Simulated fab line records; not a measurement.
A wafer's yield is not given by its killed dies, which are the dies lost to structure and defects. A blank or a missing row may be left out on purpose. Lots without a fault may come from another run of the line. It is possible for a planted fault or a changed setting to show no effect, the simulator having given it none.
fab line records	flow n5-finfet
[record] lots = 9	wafers = 27	last-day = 20
route steps=1938 shown MOL_CONTACT_COAG@630 BEOL_M0_SAQP@632 BEOL_M4@1111 PASSIVATION@1936
lots that met no fault: taken from a fault-free run of the same line
start-h: hours from the record's first day to the start of the lot's first wafer shown	wait-h: hours since the lot's step before	" unchanged from the row above	L1.1+2: one row covering several wafers at once	- no value, or no start given	* or withheld: withheld	< > ~ a bound
route shown NAME@n: a module of which the file shows steps, and the number in the route of the first	usual: mean and standard deviation over wafers with no fault	same: alike in all rows	chamber/n: place in a boat	sites: per-site readings	_std_site: standard deviation across them	_edge_site: mean of outer sites minus mean of inner sites	radius-mm: how far each site lies from the wafer's centre	mask NAME#n: copy n	behind: the tool/chamber that last shaped the wafer	hold: the reason the lot was held/the length of the hold in hours/how it ended	device: whichever transistor did not switch (one of n, p or np)	end of line: tests run on the same wafers once the route is complete	for a step that has no rows: nothing shown but its recipe	killed: not the wafer's yield, but the dies lost to structure and defects at the first sort	map: dies across one wafer; x = killed, . = not, _ = none there
set.NAME: setting as actually run; set.NAME@STEP: the setting as run at that earlier step	model.NAME: the simulator's own value behind a step, which no gauge read
one table for each step of the route and one row for each wafer, over a sample of lots
services: when a tool's chamber went out of use (start-h, in hours from the record's first day, below 0 if earlier), for how many hours, and the reason
[[steps]]
[step N5_MOL_CONTACT_COAG_INSPECT_97]
[recipe] inspect-instrument = darkfield	mode = post-anneal
[usual] raw-defect-count = 45/19
lot.wafer	tool	chamber	start-h	wait-h	raw-defect-count
L623.1	defect-inspect-01	-	105.07	0.0	54
L623.3	"	-	"	"	59
L623.5	"	-	"	"	67
L625.1	defect-inspect-02	-	118.32	0.0	25
L625.3	"	-	"	"	30
L625.4	"	-	"	"	15
L626.2	defect-inspect-01	-	121.33	0.0	51
L626.5	"	-	"	"	33
L626.6	"	-	"	"	27
L635.3	defect-inspect-02	-	178.20	0.1	42
L635.4	"	-	"	"	25
L635.5	"	-	"	"	21
L636.2	defect-inspect-01	-	181.82	0.0	74
L636.4	"	-	"	"	108
L636.6	"	-	"	"	54
L640.1	defect-inspect-01	-	210.09	0.0	35
L640.2	"	-	"	"	51
L640.6	"	-	"	"	48
L641.3	defect-inspect-02	-	213.14	0.1	33
L641.5	"	-	"	"	30
L641.6	"	-	"	"	51
L645.1	defect-inspect-01	-	237.31	0.0	39
L645.2	"	-	"	"	37
L645.4	"	-	"	"	40
L646.2	defect-inspect-02	-	242.77	0.0	31
L646.3	"	-	"	"	40
L646.5	"	-	"	"	32
[step N5_BEOL_M0_SAQP_PECVD_00]
[recipe] material = SiCN	target-thk-a = 80	temp-c = withheld	precursor = 3MS/NH3	pressure-torr = 3	rf-w = 202	time-s = 14
[usual] showerhead-plenum-p-Torr = 3.665/0.014	throttle-valve-pct = 9.2/0.5
lot.wafer	tool	chamber	start-h	wait-h	showerhead-plenum-p-Torr	throttle-valve-pct
L623.1	pecvd-03	1	105.40	0.2	3.678	9.6
L623.3	"	1	"	"	3.687	9.5
L623.5	"	1	"	"	3.681	9.8
L625.1	pecvd-03	2	118.65	0.2	3.682	9.3
L625.3	"	1	"	"	3.680	9.7
L625.4	"	2	"	"	3.679	8.8
L626.2	pecvd-01	0	121.65	0.2	3.675	9.3
L626.5	"	1	"	"	3.658	9.9
L626.6	"	2	"	"	3.677	8.0
L635.3	pecvd-02	1	178.49	0.1	3.639	9.5
L635.4	"	2	"	"	3.667	9.2
L635.5	"	1	"	"	3.647	9.6
L636.2	pecvd-01	0	182.14	0.2	3.680	9.1
L636.4	"	0	"	"	3.678	9.4
L636.6	"	1	"	"	3.670	9.8
L640.1	pecvd-02	0	210.42	0.2	3.657	9.0
L640.2	"	0	"	"	3.644	9.3
L640.6	"	0	"	"	3.645	9.2
L641.3	pecvd-03	2	213.43	0.1	3.675	9.4
L641.5	"	0	"	"	3.670	8.6
L641.6	"	2	"	"	3.665	9.2
L645.1	pecvd-03	2	237.64	0.2	3.682	9.4
L645.2	"	0	"	"	3.667	8.7
L645.4	"	1	"	"	3.695	9.4
L646.2	pecvd-02	0	243.08	0.2	3.657	9.3
L646.3	"	1	"	"	3.652	9.7
L646.5	"	2	"	"	3.663	8.4
[step N5_BEOL_M0_SAQP_PECVD_03]
[recipe] material = SiCN	target-thk-a = 120	temp-c = withheld	precursor = 3MS/NH3	pressure-torr = 3	rf-w = 202	time-s = 21.1
[usual] showerhead-plenum-p-Torr = 3.662/0.015	throttle-valve-pct = 9.3/0.48
lot.wafer	tool	chamber	start-h	wait-h	showerhead-plenum-p-Torr	throttle-valve-pct
L623.1	pecvd-02	2	105.97	0.1	3.660	9.2
L623.3	"	0	"	"	3.660	9.4
L623.5	"	2	"	"	3.665	9.1
L625.1	pecvd-03	1	120.31	0.1	3.694	9.7
L625.3	"	2	"	"	3.674	9.0
L625.4	"	1	"	"	3.677	9.6
L626.2	pecvd-02	2	123.34	0.1	3.668	9.3
L626.5	"	2	"	"	3.663	9.2
L626.6	"	0	"	"	3.658	9.3
L635.3	pecvd-01	2	179.36	0.1	3.666	8.0
L635.4	"	0	"	"	3.676	9.1
L635.5	"	2	"	"	3.673	8.0
L636.2	pecvd-03	0	185.49	0.1	3.656	8.8
L636.4	"	1	"	"	3.681	9.5
L636.6	"	0	"	"	3.666	8.7
L640.1	pecvd-03	2	214.35	0.1	3.674	9.1
L640.2	"	0	"	"	3.666	8.8
L640.6	"	2	"	"	3.680	9.2
L641.3	pecvd-03	2	215.37	0.1	3.674	9.3
L641.5	"	1	"	"	3.677	9.7
L641.6	"	0	"	"	3.660	8.6
L645.1	pecvd-01	0	239.77	0.1	3.675	9.1
L645.2	"	2	"	"	3.664	8.3
L645.4	"	0	"	"	3.671	9.4
L646.2	pecvd-02	0	243.66	0.1	3.651	9.0
L646.3	"	1	"	"	3.632	9.6
L646.5	"	1	"	"	3.646	9.6
[step N5_BEOL_M0_SAQP_PECVD_04]
[recipe] material = a-Si	target-thk-a = 600	temp-c = 350	precursor = SiH4/He	pressure-torr = 3	rf-w = 100	time-s = 60.2
[usual] heater-power-w = 593/77	showerhead-plenum-p-Torr = 5.65/0.058	throttle-valve-pct = 18.6/0.95
lot.wafer	tool	chamber	start-h	wait-h	heater-power-w	showerhead-plenum-p-Torr	throttle-valve-pct
L623.1	pecvd-02	2	106.08	0.0	573	5.66	18.1
L623.3	"	0	"	"	720	5.62	18.7
L623.5	"	2	"	"	579	5.66	18.1
L625.1	pecvd-03	1	120.48	0.0	617	5.73	19.1
L625.3	"	2	"	"	438	5.72	18.0
L625.4	"	1	"	"	616	5.75	19.4
L626.2	pecvd-02	2	123.45	0.0	544	5.67	18.3
L626.5	"	2	"	"	557	5.66	18.4
L626.6	"	0	"	"	732	5.62	18.6
L635.3	pecvd-01	2	179.47	0.0	525	5.66	16.0
L635.4	"	0	"	"	533	5.68	18.5
L635.5	"	2	"	"	529	5.66	16.0
L636.2	pecvd-03	0	185.60	0.0	668	5.67	17.5
L636.4	"	1	"	"	626	5.73	19.0
L636.6	"	0	"	"	673	5.67	17.3
L640.1	pecvd-03	2	214.46	0.0	462	5.72	18.5
L640.2	"	0	"	"	691	5.67	17.4
L640.6	"	2	"	"	474	5.73	18.4
L641.3	pecvd-03	2	215.48	0.0	439	5.74	18.3
L641.5	"	1	"	"	621	5.75	19.3
L641.6	"	0	"	"	650	5.66	17.3
L645.1	pecvd-01	0	239.88	0.0	567	5.69	18.6
L645.2	"	2	"	"	519	5.68	16.3
L645.4	"	0	"	"	566	5.68	18.9
L646.2	pecvd-02	0	243.77	0.0	649	5.63	18.6
L646.3	"	1	"	"	596	5.57	19.5
L646.5	"	1	"	"	596	5.56	19.7
[step N5_BEOL_M0_SAQP_THK_MEAS_05]
[usual] thk-nm = 60.0/0.67
lot.wafer	tool	chamber	start-h	wait-h	thk-nm
L623.1	film-metro-02	-	106.18	0.1	59.9
L623.3	"	-	"	"	59.3
L623.5	"	-	"	"	60.0
L625.1	film-metro-02	-	120.61	0.1	59.4
L625.3	"	-	"	"	60.6
L625.4	"	-	"	"	60.8
L626.2	film-metro-02	-	123.55	0.1	59.8
L626.5	"	-	"	"	60.0
L626.6	"	-	"	"	61.0
L635.3	film-metro-02	-	179.57	0.1	59.6
L635.4	"	-	"	"	60.0
L635.5	"	-	"	"	59.7
L636.2	film-metro-01	-	185.70	0.1	59.8
L636.4	"	-	"	"	61.0
L636.6	"	-	"	"	60.9
L640.1	film-metro-02	-	214.56	0.1	50.1
L640.2	"	-	"	"	50.7
L640.6	"	-	"	"	50.1
L641.3	film-metro-01	-	215.58	0.1	49.8
L641.5	"	-	"	"	51.0
L641.6	"	-	"	"	51.9
L645.1	film-metro-01	-	239.98	0.1	60.2
L645.2	"	-	"	"	60.3
L645.4	"	-	"	"	60.8
L646.2	film-metro-01	-	243.87	0.1	60.1
L646.3	"	-	"	"	60.7
L646.5	"	-	"	"	60.9
[step N5_BEOL_M0_SAQP_MANDREL_ETCH_20]
[recipe] target-depth-a = 600	chemistry = HBr/Cl2	target = a-Si	stop-on = SiNx	bt-time-s = 10	mask-material = SOC	over-etch-frac = 0.5	time-s = 30	pressure-mtorr = 10	icp-w = 800	bias-w = 75	HBr_flow_sccm = 150	Cl2_flow_sccm = 80	ends = end-point
[usual] HBr_flow_sccm = 150.0/0.45	drypump-motor-current-A = 5.7/0.36	oes-product-au = 0.775/0.011	throttle-valve-pct = 35.53/0.25
lot.wafer	tool	chamber	start-h	wait-h	HBr_flow_sccm	drypump-motor-current-A	oes-product-au	rf-hours-counter-h	throttle-valve-pct
L623.1	rie-si-02	2	107.03	0.0	150.2	5.2	0.770	74	35.38
L623.3	"	1	"	"	150.4	6.1	0.777	95	35.65
L623.5	"	3	"	"	150.0	5.8	0.776	-	35.73
L625.1	rie-si-01	2	121.34	0.0	149.9	5.6	0.756	109	35.63
L625.3	"	0	"	"	148.8	5.7	0.770	159	35.79
L625.4	"	1	"	"	150.2	5.8	0.773	1	35.54
L626.2	rie-si-01	2	124.43	0.0	149.1	5.6	0.759	109	35.64
L626.5	"	0	"	"	149.9	5.7	0.763	-	35.81
L626.6	"	3	"	"	149.5	6.0	0.793	-	35.09
L635.3	rie-si-01	1	180.42	0.0	150.0	5.8	0.760	2	35.56
L635.4	"	3	"	"	150.1	6.0	0.784	4	35.11
L635.5	"	1	"	"	149.7	5.8	0.768	-	35.54
L636.2	rie-si-02	3	186.58	0.0	149.9	5.8	0.777	108	35.71
L636.4	"	0	"	"	150.5	5.1	0.775	135	35.73
L636.6	"	3	"	"	149.9	5.8	0.792	-	35.70
L640.1	rie-si-02	3	215.43	0.0	149.6	5.8	0.698	108	35.84
L640.2	"	0	"	"	150.0	5.2	0.705	135	35.90
L640.6	"	2	"	"	149.8	5.2	0.691	-	35.53
L641.3	rie-si-01	3	216.45	0.0	150.0	6.0	0.702	4	35.26
L641.5	"	1	"	"	150.5	5.9	0.705	-	35.67
L641.6	"	2	"	"	150.9	5.5	0.696	-	35.75
L645.1	rie-si-01	1	240.70	0.0	150.7	5.8	0.762	3	35.54
L645.2	"	0	"	"	149.3	5.7	0.769	161	35.82
L645.4	"	2	"	"	150.7	5.6	0.766	111	35.61
L646.2	rie-si-01	3	244.71	0.0	150.7	6.0	0.777	5	35.11
L646.3	"	0	"	"	149.3	5.7	0.771	161	35.81
L646.5	"	2	"	"	149.1	5.6	0.777	-	35.61
[step N5_BEOL_M4_RC_MEAS_101]
[usual] DIBL_N = 36.6/1.1	DIBL_P = 36.7/1.5	IOFF_N = 0.155/0.019	IOFF_P = 0.208/0.025	ION_N = 673/8.5	ION_P = 462/5.9	SS_N = 71.6/0.58	SS_P = 73.5/0.51	VT_N = 250.7/2.4	VT_P = -251/3
lot.wafer	tool	chamber	start-h	wait-h	DIBL_N[mV/V]	DIBL_P[mV/V]	IOFF_N[nA/um]	IOFF_P[nA/um]	ION_N[uA/um]	ION_P[uA/um]	SS_N[mV/dec]	SS_P[mV/dec]	VT_N[mV]	VT_P[mV]
L623.1	prober-02	0	233.55	0.0	36.8	35.9	0.146	0.228	660	468	71.4	73.2	254.4	-246
L623.3	"	0	"	"	37.3	36.5	0.154	0.235	669	467	71.2	73.5	251.4	-244
L623.5	"	0	"	"	36.5	35.9	0.142	0.226	662	464	71.4	74.0	251.8	-246
L625.1	prober-02	0	238.15	0.0	34.9	32.8	0.140	0.178	673	464	71.2	72.9	250.1	-251
L625.3	"	0	"	"	36.0	34.5	0.161	0.202	675	466	71.0	72.9	248.8	-252
L625.4	"	0	"	"	35.5	34.1	0.154	0.193	670	457	70.9	73.0	249.8	-251
L626.2	prober-02	0	244.54	0.2	35.4	35.1	0.154	0.207	667	461	71.7	73.3	249.7	-248
L626.5	"	0	"	"	36.8	36.9	0.183	0.242	678	467	72.5	73.5	247.9	-247
L626.6	"	0	"	"	36.9	37.4	0.185	0.248	683	468	72.2	73.1	245.7	-248
L636.2	prober-02	0	306.82	0.2	35.0	35.5	0.156	0.220	674	467	72.4	73.4	250.1	-248
L636.4	"	0	"	"	36.7	37.0	0.173	0.237	674	463	72.5	73.5	248.2	-248
L636.6	"	0	"	"	35.6	36.5	0.162	0.226	679	466	71.6	72.8	250.3	-247
L635.3	prober-01	0	313.55	0.3	37.1	36.4	0.151	0.197	673	459	71.6	73.1	250.6	-255
L635.4	"	0	"	"	35.0	34.6	0.121	0.174	664	458	71.2	72.9	257.0	-254
L635.5	"	0	"	"	37.1	36.7	0.147	0.213	664	456	71.8	73.4	253.5	-252
L641.3	prober-02	0	325.10	0.3	36.6	36.4	0.154	0.181	683	459	71.6	74.2	249.8	-256
L641.5	"	0	"	"	37.0	36.2	0.161	0.184	682	463	71.1	73.7	249.2	-253
L641.6	"	0	"	"	36.6	36.0	0.151	0.178	686	460	72.5	73.2	250.2	-253
L640.1	prober-01	0	342.04	0.0	36.6	36.6	0.146	0.185	673	457	70.9	73.4	251.3	-254
L640.2	"	0	"	"	37.4	38.0	0.164	0.200	673	457	72.1	73.1	249.9	-254
L640.6	"	0	"	"	37.7	38.4	0.167	0.201	683	467	72.1	74.0	250.7	-252
L646.2	prober-02	0	366.56	0.2	36.8	36.1	0.155	0.218	681	469	72.4	73.6	247.5	-249
L646.3	"	0	"	"	37.9	37.3	0.179	0.236	696	468	71.5	74.0	247.6	-251
L646.5	"	0	"	"	34.4	32.9	0.123	0.166	668	455	71.7	72.3	252.1	-254
L645.1	prober-02	0	372.04	0.0	36.7	37.5	0.168	0.178	679	450	72.5	73.2	250.9	-256
L645.2	"	0	"	"	36.7	37.0	0.166	0.170	671	443	71.5	72.9	251.7	-255
L645.4	"	0	"	"	36.0	36.0	0.152	0.169	658	443	71.6	73.0	250.1	-256
[step N5_PASSIVATION_PROBE_49]
[usual] defect-limited-yield = 91.2/1.4	killed_at_M0_to_M3 = 36/11	killed_at_M4_up = 14/5.6	killed-at-contacts = 12/5.9	killed-at-front-end = 38/13	killed-at-other = 3.5/2.7	killed-dies = 104/17	killed-on-rim = 14/3.9	killed-open = 68/12	killed-short = 34/8.2	sort_bin_5_function = 5.1/0.95	sort_bin_6_memory = 3.3/0.7	sort-n-pass = 1076/17	sort-yield-pct = 91.2/1.4
[same] gross-dies = 1180	killed-at-back-side = 0	sort_bin_4_leakage[%] = 0	sort_bin_8_speed[%] = 0
lot.wafer	tool	chamber	start-h	wait-h	defect-limited-yield[%]	killed_at_M0_to_M3	killed_at_M4_up	killed-at-contacts	killed-at-front-end	killed-at-other	killed-dies	killed-on-rim	killed-open	killed-short	sort_bin_5_function[%]	sort_bin_6_memory[%]	sort-n-pass	sort-yield-pct[%]
L623.1	prober-02	-	337.62	0.0	90.3	26	8	15	59	6	114	12	72	41	5.3	3.9	1066	90.3
L623.3	prober-02	-	337.72	0.1	90.2	23	8	15	69	1	116	10	58	56	4.8	4.4	1064	90.2
L623.5	prober-02	-	337.82	0.2	89.9	29	17	21	49	3	119	12	80	38	5.8	4.0	1061	89.9
L625.1	prober-02	-	343.91	0.0	93.1	40	8	9	22	2	81	8	52	29	4.3	2.3	1099	93.1
L625.3	prober-02	-	344.01	0.1	93.0	32	7	13	30	1	83	11	58	22	3.1	3.5	1097	93.0
L625.4	prober-02	-	344.06	0.2	93.6	33	10	5	24	4	76	8	42	33	3.4	2.7	1104	93.6
L626.2	prober-02	-	353.17	0.1	89.2	53	11	3	54	7	128	12	85	41	6.4	4.2	1052	89.2
L626.5	prober-02	-	353.32	0.2	90.3	51	9	8	46	1	115	19	80	31	5.8	3.5	1065	90.3
L626.6	prober-02	-	353.37	0.3	88.7	35	9	7	78	4	133	15	84	44	6.2	4.0	1047	88.7
L636.2	prober-01	-	414.61	0.1	90.1	31	33	13	40	0	117	11	66	43	6.2	3.5	1063	90.1
L636.4	prober-01	-	414.71	0.2	92.2	31	17	10	32	2	92	14	45	43	3.4	3.6	1088	92.2
L636.6	prober-01	-	414.81	0.3	92.6	22	14	4	45	2	87	10	45	34	3.6	2.8	1093	92.6
L635.3	prober-01	-	432.05	0.1	90.8	32	12	18	45	2	109	12	70	37	5.2	3.7	1071	90.8
L635.4	prober-01	-	432.10	0.2	92.4	37	9	10	32	2	90	11	58	27	4.9	2.3	1090	92.4
L635.5	prober-01	-	432.15	0.2	91.6	32	20	4	35	8	99	11	67	31	5.2	3.1	1081	91.6
L641.3	prober-01	-	434.57	0.1	89.7	60	14	2	45	1	122	11	75	44	6.4	3.5	1058	89.7
L641.5	prober-01	-	434.67	0.2	91.9	39	10	9	35	2	95	15	62	26	4.4	3.4	1085	91.9
L641.6	prober-01	-	434.72	0.3	89.7	47	22	13	37	3	122	16	87	27	5.5	4.7	1058	89.7
L640.1	prober-01	-	442.89	0.0	90.8	53	28	6	19	2	108	15	68	37	5.3	3.3	1072	90.8
L640.2	prober-01	-	442.94	0.1	90.3	56	24	12	22	0	114	15	83	27	5.3	4.2	1066	90.3
L640.6	prober-01	-	443.14	0.3	90.4	60	8	14	29	2	113	16	70	43	5.9	3.4	1067	90.4
L646.2	prober-02	-	464.76	0.1	91.5	29	21	12	37	1	100	16	70	25	4.7	3.6	1080	91.5
L646.3	prober-02	-	464.81	0.1	92.7	25	8	24	28	1	86	10	55	28	4.0	3.3	1094	92.7
L646.5	prober-02	-	464.91	0.2	91.9	33	4	19	39	1	96	14	61	32	5.0	2.4	1084	91.9
L645.1	prober-02	-	481.21	0.0	90.9	35	15	2	51	4	107	18	72	33	5.2	3.5	1073	90.9
L645.2	prober-02	-	481.26	0.1	89.8	44	16	11	49	0	120	15	78	41	6.0	3.4	1060	89.8
L645.4	prober-02	-	481.36	0.2	89.5	28	17	3	75	1	124	15	71	50	5.3	4.8	1056	89.5
// killed by level:class
L623.1 FIN_SAQP:geometric-particle:open=12 DUMMY_GATE:geometric-particle:open=10 MOL_CONTACT_COAG:geometric-particle:open=10 FIN_SAQP:geometric-particle:short=9 BEOL_M2:geometric-particle:open=6 STI_FIN_REVEAL:geometric-particle:open=5 GATE_CUT:geometric-particle:short=5 BEOL_M3:geometric-particle:open=5
L623.3 FIN_SAQP:geometric-particle:short=26 FIN_SAQP:geometric-particle:open=12 MOL_CONTACT_COAG:geometric-particle:open=11 BEOL_M0_SAQP:geometric-particle:short=9 BEOL_M0_SAQP:geometric-particle:open=6 STI_FIN_REVEAL:geometric-particle:short=5 MOL_CONTACT_COAG:geometric-particle:short=4 STI_FIN_REVEAL:geometric-particle:open=4
L623.5 MOL_CONTACT_COAG:geometric-particle:open=21 FIN_SAQP:geometric-particle:short=14 BEOL_M2:geometric-particle:open=9 DUMMY_GATE:geometric-particle:open=8 BEOL_M0_SAQP:geometric-particle:open=7 FIN_SAQP:geometric-particle:open=5 STARTING-WAFER:geometric-particle:short=5 BEOL_M4:geometric-particle:open=5
L625.1 BEOL_M3:geometric-particle:open=12 BEOL_M0_SAQP:geometric-particle:short=11 MOL_CONTACT_COAG:geometric-particle:open=8 FIN_SAQP:geometric-particle:short=5 STI_FIN_REVEAL:geometric-particle:open=5 BEOL_M0_SAQP:geometric-particle:open=5 BEOL_M2:geometric-particle:open=3 BEOL_M3:geometric-particle:short=3
L625.3 BEOL_M2:geometric-particle:open=9 MOL_CONTACT_COAG:geometric-particle:open=9 BEOL_M3:geometric-particle:open=6 STI_FIN_REVEAL:geometric-particle:open=5 DUMMY_GATE:geometric-particle:open=5 GATE_CUT:geometric-particle:short=5 BEOL_M0_SAQP:geometric-particle:open=5 MOL_CONTACT_COAG:geometric-particle:short=4
L625.4 BEOL_M0_SAQP:geometric-particle:short=10 BEOL_M0_SAQP:geometric-particle:open=6 STARTING-WAFER:geometric-particle:open=5 BEOL_M1:geometric-particle:open=4 STI_FIN_REVEAL:geometric-particle:short=3 STI_FIN_REVEAL:geometric-particle:open=3 DUMMY_GATE:geometric-particle:open=3 MOL_CONTACT_COAG:geometric-particle:short=3
L626.2 STI_FIN_REVEAL:geometric-particle:open=18 BEOL_M1:geometric-particle:open=12 FIN_SAQP:geometric-particle:short=9 BEOL_M2:geometric-particle:open=9 BEOL_M0_SAQP:geometric-particle:short=9 BEOL_M3:geometric-particle:open=9 BEOL_M1:geometric-particle:short=7 FIN_SAQP:geometric-particle:open=6
L626.5 BEOL_M1:geometric-particle:open=23 FIN_SAQP:geometric-particle:open=10 FIN_SAQP:geometric-particle:short=8 STI_FIN_REVEAL:geometric-particle:open=8 MOL_CONTACT_COAG:geometric-particle:open=8 BEOL_M0_SAQP:geometric-particle:open=8 BEOL_M0_SAQP:geometric-particle:short=7 BEOL_M1:geometric-particle:short=5
L626.6 STI_FIN_REVEAL:geometric-particle:open=30 BEOL_M0_SAQP:geometric-particle:open=10 FIN_SAQP:geometric-particle:short=8 GATE_CUT:geometric-particle:short=7 BEOL_M1:geometric-particle:open=7 BEOL_M2:geometric-particle:open=6 BEOL_M0_SAQP:geometric-particle:short=6 STI_FIN_REVEAL:geometric-particle:short=5
L636.2 BEOL_M4:geometric-particle:short=11 BEOL_M4:geometric-particle:open=11 MOL_CONTACT_COAG:geometric-particle:open=8 BEOL_M0_SAQP:geometric-particle:short=8 FIN_SAQP:geometric-particle:open=7 STI_FIN_REVEAL:geometric-particle:open=7 ILD0:geometric-particle:short=7 BEOL_M3:geometric-particle:open=6
L636.4 BEOL_M0_SAQP:geometric-particle:open=9 MOL_CONTACT_COAG:geometric-particle:open=9 BEOL_M0_SAQP:geometric-particle:short=9 BEOL_M4:geometric-particle:short=8 FIN_SAQP:geometric-particle:short=7 STARTING-WAFER:geometric-particle:short=6 BEOL_M4:geometric-particle:open=5 BEOL_M3:geometric-particle:open=4
L636.6 FIN_SAQP:geometric-particle:open=10 STI_FIN_REVEAL:geometric-particle:open=8 BEOL_M3:geometric-particle:open=7 BEOL_M4:geometric-particle:short=7 HKMG_FIN:area-etch=7 BEOL_M2:geometric-particle:short=6 FIN_SAQP:geometric-particle:short=5 STARTING-WAFER:geometric-particle:short=4
L635.3 STI_FIN_REVEAL:geometric-particle:open=15 MOL_CONTACT_COAG:geometric-particle:open=15 FIN_SAQP:geometric-particle:short=6 BEOL_M0_SAQP:geometric-particle:open=6 BEOL_M3:geometric-particle:open=6 BEOL_M5:geometric-particle:short=5 BEOL_M2:geometric-particle:open=5 FIN_SAQP:geometric-particle:open=4
L635.4 STI_FIN_REVEAL:geometric-particle:open=11 BEOL_M3:geometric-particle:open=11 MOL_CONTACT_COAG:geometric-particle:open=7 BEOL_M2:geometric-particle:open=6 DUMMY_GATE:geometric-particle:open=5 BEOL_M0_SAQP:geometric-particle:short=5 BEOL_M3:geometric-particle:short=5 ILD0:geometric-particle:open=4
L635.5 STI_FIN_REVEAL:geometric-particle:open=11 BEOL_M2:geometric-particle:open=10 BEOL_M4:geometric-particle:open=9 BEOL_M0_SAQP:geometric-particle:short=7 FIN_SAQP:geometric-particle:open=5 GATE_CUT:geometric-particle:short=5 BEOL_M3:geometric-particle:open=5 BEOL_M0_SAQP:geometric-particle:open=4
L641.3 FIN_SAQP:geometric-particle:short=15 BEOL_M1:geometric-particle:open=11 BEOL_M0_SAQP:geometric-particle:short=10 FIN_SAQP:geometric-particle:open=9 BEOL_M0:geometric-particle:open=9 BEOL_M0_SAQP:geometric-particle:open=9 BEOL_M2:geometric-particle:open=9 BEOL_M4:geometric-particle:open=7
L641.5 BEOL_M2:geometric-particle:open=10 BEOL_M0_SAQP:geometric-particle:open=9 MOL_CONTACT_COAG:geometric-particle:open=8 FIN_SAQP:geometric-particle:short=7 FIN_SAQP:geometric-particle:open=7 BEOL_M1:geometric-particle:open=5 BEOL_M3:geometric-particle:open=5 DUMMY_GATE:geometric-particle:short=4
L641.6 BEOL_M4:geometric-particle:open=13 BEOL_M0_SAQP:geometric-particle:open=11 BEOL_M2:geometric-particle:open=10 BEOL_M1:geometric-particle:open=9 DUMMY_GATE:geometric-particle:open=8 MOL_CONTACT_COAG:geometric-particle:open=8 BEOL_M3:geometric-particle:open=8 MOL_CONTACT_COAG:geometric-particle:short=5
L640.1 BEOL_M0_SAQP:geometric-particle:short=15 BEOL_M4:geometric-particle:open=14 BEOL_M0_SAQP:geometric-particle:open=11 BEOL_M3:geometric-particle:open=10 GATE_CUT:geometric-particle:short=5 BEOL_M1:geometric-particle:open=5 BEOL_M1:geometric-particle:short=5 MOL_CONTACT_COAG:geometric-particle:open=4
L640.2 BEOL_M1:geometric-particle:open=17 BEOL_M2:geometric-particle:open=10 BEOL_M3:geometric-particle:open=10 MOL_CONTACT_COAG:geometric-particle:open=8 BEOL_M4:geometric-particle:open=8 STARTING-WAFER:geometric-particle:short=5 FIN_SAQP:geometric-particle:open=4 MOL_CONTACT_COAG:geometric-particle:short=4
L640.6 BEOL_M0_SAQP:geometric-particle:open=15 BEOL_M0_SAQP:geometric-particle:short=13 BEOL_M3:geometric-particle:open=10 MOL_CONTACT_COAG:geometric-particle:open=10 BEOL_M1:geometric-particle:open=9 FIN_SAQP:geometric-particle:open=8 FIN_SAQP:geometric-particle:short=5 GATE_CUT:geometric-particle:short=4
L646.2 FIN_SAQP:geometric-particle:open=12 MOL_CONTACT_COAG:geometric-particle:open=11 BEOL_M4:geometric-particle:open=8 FIN_SAQP:geometric-particle:short=7 BEOL_M0_SAQP:geometric-particle:short=6 BEOL_M3:geometric-particle:open=6 DUMMY_GATE:geometric-particle:open=5 BEOL_M1:geometric-particle:open=5
L646.3 MOL_CONTACT_COAG:geometric-particle:open=20 BEOL_M0_SAQP:geometric-particle:short=9 STI_FIN_REVEAL:geometric-particle:open=5 BEOL_M0_SAQP:geometric-particle:open=5 FIN_SAQP:geometric-particle:short=4 BEOL_M2:geometric-particle:open=4 FIN_SAQP:geometric-particle:open=3 STI_FIN_REVEAL:geometric-particle:short=3
L646.5 MOL_CONTACT_COAG:geometric-particle:open=17 BEOL_M0_SAQP:geometric-particle:open=10 BEOL_M1:geometric-particle:open=7 BEOL_M0_SAQP:geometric-particle:short=7 FIN_SAQP:geometric-particle:short=6 FIN_SAQP:geometric-particle:open=6 STI_FIN_REVEAL:geometric-particle:open=6 GATE_CUT:geometric-particle:short=4
L645.1 STI_FIN_REVEAL:geometric-particle:open=15 BEOL_M0_SAQP:geometric-particle:open=9 BEOL_M0_SAQP:geometric-particle:short=8 FIN_SAQP:geometric-particle:open=7 FIN_SAQP:geometric-particle:short=6 BEOL_M1:geometric-particle:open=6 DUMMY_GATE:geometric-particle:open=5 BEOL_M3:geometric-particle:open=5
L645.2 STI_FIN_REVEAL:geometric-particle:open=17 BEOL_M0_SAQP:geometric-particle:open=12 FIN_SAQP:geometric-particle:short=11 BEOL_M0_SAQP:geometric-particle:short=11 BEOL_M4:geometric-particle:open=8 MOL_CONTACT_COAG:geometric-particle:open=6 BEOL_M2:geometric-particle:open=6 FIN_SAQP:geometric-particle:open=5
L645.4 STI_FIN_REVEAL:geometric-particle:open=26 FIN_SAQP:geometric-particle:short=15 BEOL_M0_SAQP:geometric-particle:open=9 BEOL_M4:geometric-particle:short=8 FIN_SAQP:geometric-particle:open=6 BEOL_M0_SAQP:geometric-particle:short=5 BEOL_M4:geometric-particle:open=5 STI_FIN_REVEAL:geometric-particle:short=4
[[services]]
tool	chamber	start-h	hours	kind
rie-si-01	1	89.34	6.0	repair
pecvd-03	0	102.85	-	clean
pecvd-03	0	102.85	29.5	scheduled-down
pecvd-03	0	102.85	29.5	vent-cycle
pecvd-01	-	126.37	6.7	repair
pecvd-02	-	137.96	0.3	repair
pecvd-01	0	152.14	2.2	repair
rie-si-02	-	164.79	0.5	repair
rie-si-01	-	167.04	2.8	pm
pecvd-03	0	186.75	5.0	scheduled-down
pecvd-01	-	190.56	14.6	pm
pecvd-02	2	202.38	-	clean
pecvd-02	2	202.38	-	consumable-replace:showerhead
pecvd-02	2	202.38	29.0	scheduled-down
pecvd-02	2	202.38	29.0	vent-cycle
pecvd-02	-	207.61	0.5	repair
pecvd-02	1	208.36	5.5	scheduled-down
pecvd-01	1	216.06	12.8	repair
pecvd-01	2	220.21	2.1	scheduled-down
pecvd-01	-	228.73	2.5	repair
pecvd-01	-	231.27	2.8	pm
[[key]]
[first-sign] step = N5_BEOL_M0_SAQP_THK_MEAS_05	reading = thk-nm	direction = down	sigmas = 14	usual = *	struck = *
[effect] step = N5_BEOL_M0_SAQP_MANDREL_ETCH_20	reading = oes-product-au	direction = down	sigmas = 7	usual = 0.775	struck = 0.700
met-at N5_BEOL_M0_SAQP_PECVD_04
struck-lots L640,L641
not-acting-at N5_MOL_CONTACT_COAG_INSPECT_97,N5_BEOL_M0_SAQP_PECVD_00,N5_BEOL_M0_SAQP_PECVD_03
onset-between 185.60 214.46
[fault] kind = site-profile-drift	tool = pecvd-03	chamber = -	onset-h = 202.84	steps = N5_BEOL_M0_SAQP_PECVD_04	basis = fraction	max-abs-drift = 0.34464	slope-share-per-hr = 76.587	site-pattern = 0,0,0,0,0,-1,-1,-1,-1
